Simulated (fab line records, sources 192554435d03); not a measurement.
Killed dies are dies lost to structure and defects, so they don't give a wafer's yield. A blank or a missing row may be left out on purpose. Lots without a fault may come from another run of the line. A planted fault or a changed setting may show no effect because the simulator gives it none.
Chamber matching | flow n5_finfet | N5_BEOL_M3_PRE_CLEAN_60 on cvd_co-02: 3 sister chambers
The step time 15 s. 33 wafers are shown with their chamber, then 12 later ones without.

WAFERS WITH THEIR CHAMBER
wafer  | chamber | heater_power_w (W) | heater_power_outer_w (W)
L074.1 | 1       | 82                 | 22
L074.3 | 2       | 78                 | 28
L074.5 | 2       | 80                 | 29
L076.2 | 1       | 83                 | 22
L076.3 | 2       | 80                 | 29
L076.5 | 0       | 102                | 22
L078.1 | 2       | 79                 | 30
L078.4 | 1       | 83                 | 22
L078.6 | 0       | 101                | 22
L080.1 | 2       | 79                 | 29
L080.3 | 0       | 103                | 23
L080.4 | 1       | 82                 | 22
L085.2 | 0       | 106                | 22
L085.4 | 1       | 82                 | 22
L085.6 | 0       | 104                | 21
L083.1 | 1       | 82                 | 23
L083.2 | 2       | 80                 | 29
L083.5 | 1       | 81                 | 22
L084.2 | 2       | 80                 | 29
L084.4 | 0       | 102                | 22
L084.5 | 1       | 81                 | 22
L088.1 | 1       | 84                 | 22
L088.2 | 2       | 80                 | 29
L088.5 | 1       | 82                 | 22
L090.1 | 0       | 102                | 23
L090.4 | 2       | 80                 | 29
L090.6 | 1       | 83                 | 22
L091.1 | 0       | 106                | 23
L091.2 | 1       | 84                 | 22
L091.4 | 2       | 80                 | 28
L092.2 | 2       | 79                 | 29
L092.3 | 0       | 105                | 23
L092.5 | 2       | 81                 | 29

SIGNATURES (means of the wafers above)
reading              | chamber 0 | chamber 1 | chamber 2 | scatter within a chamber
heater_power_w       | 103.44    | 82.42     | 79.67     | 1.24
heater_power_outer_w | 22.33     | 22.08     | 28.92     | 0.511
Rule: a wafer's distance from a chamber is the root of the sum, over the readings, of the square of ((its reading less the chamber's mean) divided by the reading's scatter). The wafer belongs to the nearest chamber; if the next one is less than 2 further off, it can't be placed. The scatter: the root of (the sum of the squares of (reading less its chamber's mean) over the shown wafers, divided by (wafers less chambers)).

WAFERS WITHOUT THEIR CHAMBER
wafer  | heater_power_w (W) | heater_power_outer_w (W)
L094.3 | 106                | 23
L094.4 | 78                 | 29
L094.5 | 84                 | 22
L093.2 | 82                 | 29
L093.4 | 81                 | 29
L093.6 | 106                | 23
L096.1 | 80                 | 29
L096.3 | 106                | 23
L096.4 | 80                 | 22
L097.1 | 105                | 24
L097.3 | 80                 | 28
L097.6 | 85                 | 22

WHICH CHAMBER EACH WENT THROUGH
wafer  | from the rows above | in truth
L094.3 | 0                   | 0
L094.4 | 2                   | 2
L094.5 | 1                   | 1
L093.2 | 2                   | 2
L093.4 | 2                   | 2
L093.6 | 0                   | 0
L096.1 | 2                   | 2
L096.3 | 0                   | 0
L096.4 | 1                   | 1
L097.1 | 0                   | 0
L097.3 | 2                   | 2
L097.6 | 1                   | 1
Placed correctly: 12 of 12. Can't be placed from these rows: 0. Placed wrongly: 0.
